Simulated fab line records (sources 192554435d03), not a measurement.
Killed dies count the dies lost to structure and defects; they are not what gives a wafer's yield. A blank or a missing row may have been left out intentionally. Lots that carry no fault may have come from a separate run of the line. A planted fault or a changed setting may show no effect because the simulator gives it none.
Struck lot and sound lot, side by side / flow n5_finfet / 16 out of 1938 route steps
Sound: wafers L310.2, L310.3, L310.6. Wafers L324.1, L324.4, L324.6 were the ones struck. The cause is named last.
Order at every step that has rows: each side's tool, ch and its chambers, its first start. Under that, the readings that differ: sound wafers / struck wafers / difference of the means / sigmas: that difference in standard deviations of wafers without a fault.
alike: readings with means less than 2 such deviations apart, plus words and numbers identical on both sides. not compared: withheld readings, readings lacking a value on some wafer, bounds such as >300 that could conceal the same value, and numbers that have no deviation in the record and whose values overlap.
The two part at a step that has a row with sigmas, a row that says differs or no value, or rows on one side only. Numbers that don't overlap but have no deviation are shown without sigmas and don't part them. A reading missing from all wafers of one side parts the sides only when that side holds two or more wafers.

first, 1 step without rows for these wafers: N5_HKMG_FIN_ETCH_86 (etches SOC in N2/H2, stops on TiN, target depth 393.2 nm).
N5_HKMG_FIN_STRIP_89: strips SOC in N2/H2, time 20 s.
  sound on rie_diel-03 ch 0,1,3, day 4 04:22; struck on rie_diel-01 ch 0,1,2, day 7 14:52
  alike: drypump_motor_current_A, oes_product_au, rf_vpp_V, showerhead_plenum_p_Torr, throttle_valve_pct
  not compared: rf_hours_counter_h
then, 1 step without rows for these wafers: N5_HKMG_FIN_WET_ETCH_87 (etches TiN in SC1, time 154.2 s, target depth 4.7 nm, rinse time 30 s).
N5_HKMG_FIN_STRIP_88: strips in N2/H2, time 360 s.
  sound on plasma_asher-01 ch 0,1, day 4 04:34; struck on plasma_asher-02 ch 1, day 7 15:04
  alike: drypump_motor_current_A, heater_power_w
  not compared: rf_hours_counter_h
N5_HKMG_FIN_NWFM_ALD_20: deposits TiAlC, target thk 2 nm, pulse time 3 s, purge time 2 s.
  sound on ald_metal-03 ch 0,1,2, day 4 04:57; struck on ald_metal-01 ch 2,3, day 7 15:27
  alike: heater_power_w, precursor_pulse_height_rel, susceptor_temp_C
  not compared: since_wet_clean_h
then, 2 steps without rows for these wafers: N5_HKMG_FIN_ALD_71 (deposits TiN, target thk 1 nm, pulse time 1 s, purge time 3 s); N5_HKMG_FIN_COAT_66 (time 60 s, resist thk 300 nm).
N5_HKMG_FIN_ETCH_67: etches SOC in N2/H2, stops on TiN, target depth 388.9 nm.
  sound on rie_diel-03 ch 1,3, day 4 05:23; struck on rie_diel-04 ch 0,3, day 7 15:54
  alike: drypump_motor_current_A, oes_product_au, rf_vpp_V, showerhead_plenum_p_Torr, throttle_valve_pct
  not compared: rf_hours_counter_h
then, 3 steps without rows for these wafers: N5_HKMG_FIN_STRIP_90 (strips SOC in N2/H2, time 20 s); N5_HKMG_FIN_WET_ETCH_73 (etches the open film in SC1, time 42.3 s, target depth 1.3 nm, rinse time 30 s); N5_HKMG_FIN_ETCHBACK_68 (etches the open film in Cl2/Ar, stops on HfO2, target depth 0.5 nm).
N5_HKMG_FIN_STRIP_69: strips in N2/H2, time 360 s.
  sound on plasma_asher-02 ch 0, day 4 05:44; struck on plasma_asher-02 ch 0, day 7 16:16
  alike: drypump_motor_current_A, heater_power_w
  not compared: rf_hours_counter_h
N5_HKMG_FIN_ALD_21: deposits TiN, target thk 1.5 nm, pulse time 1 s, purge time 3 s.
  sound on ald_metal-04 ch 0,2, day 4 06:08; struck on ald_metal-04 ch 0,1, day 7 16:38
reading=susceptor_temp_C (C); sound=400.06 399.62 400.29; struck=393.81 394.12 394.33; difference=-5.90; sigmas=-26
  alike: heater_power_w, precursor_pulse_height_rel
  not compared: since_wet_clean_h
then, 1 step without rows for these wafers: N5_HKMG_FIN_ALD_72 (deposits W, target thk 2 nm, pulse time 1 s, purge time 2 s).
-- a jump in the record: the struck wafers' starts before and after are 3 days apart (it breaks off in module HKMG_FIN and resumes in module BEOL_M4, where the first step shown is number 1111 of the route) --
N5_BEOL_M4_RC_MEAS_101:
  sound on prober-01 ch 0, day 7 23:43; struck on prober-02 ch 0, day 11 02:33
  alike: DIBL_N, DIBL_P, IOFF_N, IOFF_P, ION_N, ION_P, SS_N, SS_P, VT_N, VT_P
next, for these wafers, 1 step has no rows: N5_PASSIVATION_PROBE_49.

WHERE THEY PART
N5_HKMG_FIN_ALD_21 only, going by this record. Later steps at which nothing parts them and some readings are alike: N5_BEOL_M4_RC_MEAS_101.

WHY: whatever the simulator had introduced
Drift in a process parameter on ald_metal-04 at N5_HKMG_FIN_ALD_21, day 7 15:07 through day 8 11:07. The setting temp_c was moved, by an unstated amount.
